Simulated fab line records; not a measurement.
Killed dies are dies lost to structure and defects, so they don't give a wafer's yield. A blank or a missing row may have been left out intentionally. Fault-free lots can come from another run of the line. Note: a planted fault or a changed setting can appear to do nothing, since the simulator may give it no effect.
A struck lot beside a sound one | flow nand_harc | 14 out of 1302 route steps
Sound: wafers L690.1, L690.2, L690.6. Wafers L697.3, L697.4, L697.6 were the ones struck. Last of all comes the cause.
For every step that has rows: the tool of each side, followed by ch and its chambers, followed by its first start. Under that, the readings that differ: sound wafers | struck wafers | difference of the means | sigmas: that difference in standard deviations of wafers without a fault.
alike: readings with means less than 2 such deviations apart, plus words and numbers identical on both sides. not compared: withheld readings, readings lacking a value on some wafer, bounds such as >300 that could conceal the same value, and numbers that have no deviation in the record and whose values overlap.
A row with sigmas, a row that says differs or no value, or rows on one side alone: a step with any of these is where the two part. When numbers do not overlap yet have no deviation, they are printed without sigmas and do not part them. A reading missing from all wafers of one side parts the sides only when that side holds two or more wafers.

first, 4 steps without rows for these wafers: NHARC_P_GATE_EBR_07; NHARC_P_GATE_EXPOSE_08 (exposes mask P HV); NHARC_P_GATE_PEB_09 (peb time 85 s); NHARC_P_GATE_DEVELOP_10 (time 70 s).
NHARC_P_GATE_CD_MEAS_11: target cd 1640 nm.
  sound on cd_sem-03 ch 0, day 6 20:26; struck on cd_sem-03 ch 0, day 10 08:59
  alike: cd_nm
then, 1 step without rows for these wafers: NHARC_P_GATE_HARDBAKE_12 (time 80 s).
NHARC_P_GATE_DESCUM_13: chemistry O2, time 3 s.
  sound on rie_diel-02 ch 0,3, day 6 20:36; struck on rie_diel-04 ch 0,3, day 10 09:08
  alike: drypump_motor_current_A, oes_product_au, rf_vpp_V, showerhead_plenum_p_Torr, throttle_valve_pct
  not compared: rf_hours_counter_h
then, 5 steps without rows for these wafers: NHARC_P_GATE_ETCH_14 (etches SiO2 in dHF, target depth 48.8 nm); NHARC_P_GATE_STRIP_15 (strips in SPM, time 780 s); NHARC_P_GATE_PRECLEAN_71 (cleans in SC1); NHARC_P_GATE_SRD_72; NHARC_P_GATE_OXIDE_16 (material SiO2, target thk 3 nm, ox time 392 s).
NHARC_P_GATE_CVD_17: deposits poly-Si, target thk 150 nm, time 900 s.
  sound on lpcvd_poly-04 ch 0, day 7 06:31; struck on lpcvd_poly-04 ch 0, day 10 21:38
  alike: spike_tc_bottom_C, spike_tc_lower_C, zone_power_lower_pct
NHARC_P_GATE_HM_DEP_102: deposits aC, target thk 120 nm.
  sound on acl_dep-01 ch 0, day 7 10:20; struck on acl_dep-03 ch 0, day 11 00:48
  reading              | sound | struck               | difference                   | sigmas
  susceptor_temp_C (C) | - - - | 399.67 399.92 399.84 | no value on the sound wafers |
  alike: throttle_valve_pct

WHERE THEY PART
Only at NHARC_P_GATE_HM_DEP_102, as far as this record shows.

WHY: whatever the simulator had introduced
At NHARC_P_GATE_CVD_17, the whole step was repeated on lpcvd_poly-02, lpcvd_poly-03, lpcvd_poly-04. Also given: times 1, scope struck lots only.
